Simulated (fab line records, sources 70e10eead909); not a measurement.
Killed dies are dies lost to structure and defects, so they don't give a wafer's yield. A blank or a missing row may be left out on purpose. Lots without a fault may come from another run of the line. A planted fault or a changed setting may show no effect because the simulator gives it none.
A struck lot beside a sound one | flow nand_harc | 21 steps out of a route of 1159
Sound: wafers L238.1, L238.2, L238.4. Struck: wafers L245.1, L245.2, L245.3. The cause comes at the end.
At each step with rows: each side's tool, then ch and its chambers, then its first start. Under that, the readings that differ: sound wafers | struck wafers | difference of the means | sigmas: that difference in standard deviations of wafers without a fault.
alike: readings whose means differ by less than 2 such deviations, and words and numbers that are the same on both sides. not compared: withheld readings, readings that some wafer has no value for, bounds like >300 that may hide the same value, and numbers for which the record gives no deviation and whose values overlap.
The two part at a step that has a row with sigmas, a row that says differs or no value, or rows on one side only. Numbers that don't overlap but have no deviation are shown without sigmas and don't part them. A reading that every wafer of one side lacks parts them only if that side has two wafers or more.

NHARC_P_CONTACT_CMP_24: polishes, t overpolish 30 s, target thk 200 nm.
  sound on cmp-02 ch 0,1,3, day 6 19:13; struck on cmp-02 ch 0,1,2, day 8 03:58
  alike: motor_current_A, overpolish_run_s, time_to_endpoint_s
then, 1 step without rows for these wafers: NHARC_P_CONTACT_SRD_26.
NHARC_P_CONTACT_INSPECT_27:
  sound on defect_inspect-01, day 6 19:36; struck on defect_inspect-01, day 8 04:20
  alike: raw_defect_count
then, 8 steps without rows for these wafers: NHARC_P_M0_DEP_00 (deposits SiOC, target thk 150 nm); NHARC_P_M0_DEHYDRATE_01 (time 120 s); NHARC_P_M0_HMDS_02 (time 30 s); NHARC_P_M0_COAT_33 (time 65 s); NHARC_P_M0_COAT_03 (resist thk 90 nm); NHARC_P_M0_SOFTBAKE_04 (time 55 s); NHARC_P_M0_EBR_05; NHARC_P_M0_EXPOSE_06 (exposes mask P M0, target cd 90 nm).
NHARC_P_M0_PEB_07: peb time 65 s.
  sound on litho_track-01 ch 0, day 6 20:27; struck on litho_track-06 ch 0, day 8 05:02
  reading                  | sound               | struck               | difference | sigmas
  heater_power_total_W (W) | 157.2 157.2 156.9   | 186.7 186.7 186.5    | +29.5      | +67
  plate_temp_C (C)         | 100.05 100.11 99.96 | 113.71 113.86 113.69 | +13.71     | +99 or more
then, 1 step without rows for these wafers: NHARC_P_M0_DEVELOP_08 (develop time 35 s).
NHARC_P_M0_CD_MEAS_09: target cd 90 nm.
  sound on cd_sem-02 ch 0, day 6 20:32; struck on cd_sem-02 ch 0, day 8 05:07
  reading    | sound          | struck            | difference | sigmas
  cd_nm (nm) | 90.4 90.3 91.3 | 119.6 119.6 119.5 | +28.9      | +48
NHARC_P_M0_OVL_MEAS_10: pitch 180 nm.
  sound on overlay-01, day 6 20:37; struck on overlay-01, day 8 05:13
  reading           | sound          | struck         | difference | sigmas
  overlay_x_nm (nm) | -0.8 -1.1 -0.8 | 1.4 1.7 1.9    | +2.6       | +3
  overlay_y_nm (nm) | 1.3 1.1 1.5    | -0.8 -1.6 -1.5 | -2.6       | -4
NHARC_P_M0_INSPECT_11:
  sound on defect_inspect-02, day 6 20:39; struck on defect_inspect-01, day 8 05:14
  reading          | sound  | struck | difference | sigmas
  raw_defect_count | 10 8 8 | 3 3 0  | -7         | -3
NHARC_P_M0_DESCUM_14: chemistry O2, time 3 s.
  sound on rie_diel-05 ch 0,1,3, day 6 20:43; struck on rie_diel-12 ch 0,2,3, day 8 05:19
  reading                | sound            | struck            | difference | sigmas
  rf_hours_counter_h (h) | 9 10 10          | 12 12 11          | +2         |
  model.P_M0.cd_nm (nm)  | 90.49 91.2 92.35 | 119.7 119.6 119.4 | +28.2      |
  alike: chamber_pressure_mTorr, drypump_motor_current_A, oes_product_au, rf_vpp_V, showerhead_plenum_p_Torr, throttle_valve_pct
NHARC_P_M0_ETCH_34: etches the open film in N2/H2, target depth 40 nm, overetch 12 nm, time 43.94 s.
  sound on rie_diel-05 ch 1,2,3, day 6 20:48; struck on rie_diel-12 ch 0,2,3, day 8 05:23
  reading                | sound   | struck   | difference | sigmas
  rf_hours_counter_h (h) | 9 10 10 | 11 12 12 | +2         |
  alike: chamber_pressure_mTorr, drypump_motor_current_A, oes_product_au, rf_fwd_power_W, rf_vpp_V, showerhead_plenum_p_Torr, throttle_valve_pct
NHARC_P_M0_ETCH_15: etches the open film in C4F8/Ar, target depth 150 nm, overetch 15 nm, time 82.5 s.
  sound on rie_diel-05 ch 0,1,2; struck on rie_diel-12 ch 0,1,3
  reading                        | sound                | struck               | difference | sigmas
  chamber_pressure_mTorr (mTorr) | 25.040 24.998 25.019 | 24.970 24.990 24.958 | -0.046     | -2
  model.P_M0.cd_nm (nm)          | 90.75 91.81 92.48    | 119.7 119.5 119.1    | +27.8      |
  alike: oes_product_au, rf_fwd_power_W, rf_vpp_V
  not compared: rf_hours_counter_h
NHARC_P_M0_CD_MEAS_16:
  sound on cd_sem-02, day 6 21:01; struck on cd_sem-02, day 8 05:36
  reading    | sound          | struck            | difference | sigmas
  cd_nm (nm) | 90.6 91.9 92.7 | 119.5 119.5 118.7 | +27.5      | +32
-- the record jumps here: 14 days lie between the struck wafers' starts before and after (it left off in module P_M0 and takes up again in module END, whose first step shown is number 1159 of the route) --
NHARC_END_SORT_01:
  the record has rows for the struck wafers here (prober-02 ch 0, day 22 11:26) and none for the sound ones

WHERE THEY PART
First at NHARC_P_M0_PEB_07; last, within this record, at NHARC_END_SORT_01.

WHY: what the simulator had put in
Process parameter drift: litho_track-06, from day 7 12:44 on, at NHARC_P_M0_PEB_07. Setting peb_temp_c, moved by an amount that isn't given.
